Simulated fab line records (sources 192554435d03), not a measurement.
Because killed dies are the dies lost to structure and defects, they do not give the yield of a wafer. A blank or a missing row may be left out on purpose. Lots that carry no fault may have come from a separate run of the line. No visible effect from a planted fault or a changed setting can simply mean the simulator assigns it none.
A lot that was struck, set against a sound lot ; flow n5Finfet ; 14 steps out of a route of 1938
Sound: the wafers L804.1, L804.2, L804.6. Struck: wafers L800.1, L800.3, L800.5. The cause is given at the end.
At each step with rows: each side's tool, then ch and its chambers, then its first start. Under that, the readings that differ: sound wafers ; struck wafers ; difference of the means ; sigmas: that difference in standard deviations of wafers without a fault.
alike: readings with means less than 2 such deviations apart, plus words and numbers identical on both sides. not compared: withheld readings, readings lacking a value on some wafer, bounds such as >300 that could conceal the same value, and numbers that have no deviation in the record and whose values overlap.
Wherever a step has rows on one side only, a row that says differs or no value, or a row with sigmas, the two part there. Non-overlapping numbers with no deviation appear without sigmas and do not part them. A reading missing from all wafers of one side parts the sides only when that side holds two or more wafers.

first, 3 steps without rows for these wafers: N5_WELL_APT_PRECLEAN_36 (cleans in O3/DIW, time 45 s); N5_WELL_APT_PRECLEAN_39 (cleans in dHF, time 60 s); N5_WELL_APT_SRD_37 (time 30 s).
N5_WELL_APT_EPI_41: deposits Si from SiH4/H2, target thk 50 nm, time 297.7 s.
  sound on epiRpcvd-02 ch 0, day 6 10:19; struck on epiRpcvd-04 ch 0, day 5 10:18
reading;sound;struck;difference;sigmas
throttleValvePct (%);12.0 12.1 11.7;10.7 11.1 11.2;-0.9;-3
N5_WELL_APT_INSPECT_38: inspects for defects (darkfield).
  struck on defectInspect-01, day 5 11:08; sound on defectInspect-01, day 6 11:10
  alike: rawDefectCount
N5_PMOS_HMC_CHANNEL_EPI_HM_DEP_34: deposits SiO2 from TEOS/O2, target thk 36 nm, time 6.9 s.
  sound on pecvd-03 ch 0,2, day 6 11:11; struck on pecvd-01 ch 1,2, day 5 11:10
reading;sound;struck;difference;sigmas
heaterPowerW (W);730 781 769;529 497 543;-237;-2
  alike: showerheadPlenumPTorr, throttleValvePct
  not compared: sinceWetCleanH
then, 6 steps without rows for these wafers: N5_PMOS_HMC_CHANNEL_EPI_COAT_31 (time 60 s, resist thk 66 nm); N5_PMOS_HMC_CHANNEL_EPI_COAT_03 (resist thk 205 nm); N5_PMOS_HMC_CHANNEL_EPI_EBR_05; N5_PMOS_HMC_CHANNEL_EPI_SOFTBAKE_04 (time 60 s); N5_PMOS_HMC_CHANNEL_EPI_EXPOSE_06 (exposes mask PMOS HMC BLK, target cd 240 nm); N5_PMOS_HMC_CHANNEL_EPI_PEB_07 (peb time 60 s).
N5_PMOS_HMC_CHANNEL_EPI_DEVELOP_08: develop time 30 s.
  sound on lithoTrack-01 ch 0, day 6 11:33; struck on lithoTrack-02, day 5 11:31
  no value came back on the struck wafers for chillPlateTempC (C), developTimeS (s), exhaustPa (Pa); on the sound wafers chillPlateTempC (C) reads 23.08 23.24 23.06
reading;sound;struck;difference;sigmas
model.CAR-ArF-block_of_PMOS_HMC_CHANNEL_EPI_COAT_03.thkNm (nm);203.4 202.8 203;203.8 203.9 203.9;+0.8;
N5_PMOS_HMC_CHANNEL_EPI_CD_MEAS_09: the cd target is 237.4 nm.
  sound on cdSem-03 ch 0, day 6 11:37; struck on cdSem-01 ch 0, day 5 11:34
reading;sound;struck;difference;sigmas
cdNm (nm);237.5 237.9 238.3;- - -;no value on the struck wafers;

== WHERE THEY PART ==
Last at N5_PMOS_HMC_CHANNEL_EPI_CD_MEAS_09 as far as this record goes, first at N5_WELL_APT_EPI_41.

WHY: whatever the simulator had introduced
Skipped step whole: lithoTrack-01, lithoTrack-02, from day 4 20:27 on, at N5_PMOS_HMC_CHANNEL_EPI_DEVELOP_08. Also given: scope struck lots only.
